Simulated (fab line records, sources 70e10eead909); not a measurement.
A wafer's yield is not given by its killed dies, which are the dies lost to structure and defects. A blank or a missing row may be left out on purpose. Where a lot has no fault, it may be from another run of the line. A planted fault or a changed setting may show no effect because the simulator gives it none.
A struck lot beside a sound one -- flow nandHarc -- 15 out of 1159 route steps
Sound: the wafers L836.1, L836.3, L836.5. Struck: wafer L849.3 (left out: L849.6, a lot-mate that was not struck); the cause follows at the end.
Per side, at each step with rows, come the tool, then ch with its chambers, and then its first start. Under that, the readings that differ: sound wafers -- struck wafers -- difference of the means -- sigmas: that difference in standard deviations of wafers without a fault.
alike: same words and numbers on both sides, and readings whose means sit less than 2 such deviations apart. not compared: any withheld reading, any reading some wafer has no value for, any bound like >300 that may hide the same value, and any number with overlapping values for which the record gives no deviation.
The two part at a step that has a row with sigmas, a row that says differs or no value, or rows on one side only. Numbers that have no deviation but don't overlap get no sigmas and don't part them. A reading that every wafer of one side lacks parts them only if that side has two wafers or more.

NHARC_A_BONDPAD_THK_MEAS_20: measures by xrf.
  sound: filmMetro-01 at day 18 20:46; struck: filmMetro-01 at day 21 12:10
  alike: thkNm
then, 1 step without rows for these wafers: NHARC_A_BONDPAD_SRD_21 (time 30 s, dry time 20 s).
NHARC_A_BONDPAD_INSPECT_23:
  sound: defectInspect-02 at day 18 20:59; struck: defectInspect-02 at day 21 12:22
  alike: rawDefectCount
NHARC_HYBRID_BOND_ACTIVATE_00: chemistry N2, time 60 s.
  sound on rieDiel-09 ch 0,1,3, day 18 21:03; struck on rieDiel-09 ch 0, day 21 12:25
  alike: drypumpMotorCurrentA, oesProductAu, rfVppV, showerheadPlenumPTorr
  not compared: rfHoursCounterH
then, 4 steps without rows for these wafers: NHARC_HYBRID_BOND_PRECLEAN_01 (cleans in DIW, time 300 s); NHARC_HYBRID_BOND_SRD_02 (time 30 s, dry time 20 s); NHARC_HYBRID_BOND_BOND_03; NHARC_HYBRID_BOND_ANNEAL_04 (time 7200 s).
NHARC_HYBRID_BOND_OVL_MEAS_05:
  sound: overlay-01 at day 19 06:47; struck: overlay-01 at day 22 06:25
  alike: overlayXNm, overlayYNm
NHARC_HYBRID_BOND_INSPECT_06: inspects for defects (ir void).
  sound: defectInspect-01 at day 19 06:50; struck: defectInspect-02 at day 22 06:28
reading,sound,struck,difference,sigmas
rawDefectCount,15 16 15,50,+35,+2
NHARC_THIN_TSV_GRIND_00:
  sound on grinder-01 ch 0, day 19 06:59; struck on grinder-01 ch 0, day 22 07:01
  alike: motorCurrentA
NHARC_THIN_TSV_CMP_01: polishes.
  sound on cmp-01 ch 0,2, day 19 08:13; struck on cmp-04 ch 0, day 22 07:56
  alike: motorCurrentA, retainingRingPressureFrac, slurryFilterDpKPa
NHARC_THIN_TSV_THK_MEAS_02: measures by ir.
  sound: filmMetro-02 at day 19 08:28; struck: filmMetro-01 at day 22 08:07
reading,sound,struck,difference,sigmas
thkNm (nm),3670 3610 3434,0,-3571,-14
then, 1 step without rows for these wafers: NHARC_THIN_TSV_SRD_03.
NHARC_END_SORT_01:
  here the record holds rows for the struck wafers (prober-01 ch 0, day 23 02:41) but none for the sound ones

WHERE THEY PART
Last at NHARC_END_SORT_01 as far as this record goes, first at NHARC_HYBRID_BOND_INSPECT_06.

WHY: whatever the simulator had introduced
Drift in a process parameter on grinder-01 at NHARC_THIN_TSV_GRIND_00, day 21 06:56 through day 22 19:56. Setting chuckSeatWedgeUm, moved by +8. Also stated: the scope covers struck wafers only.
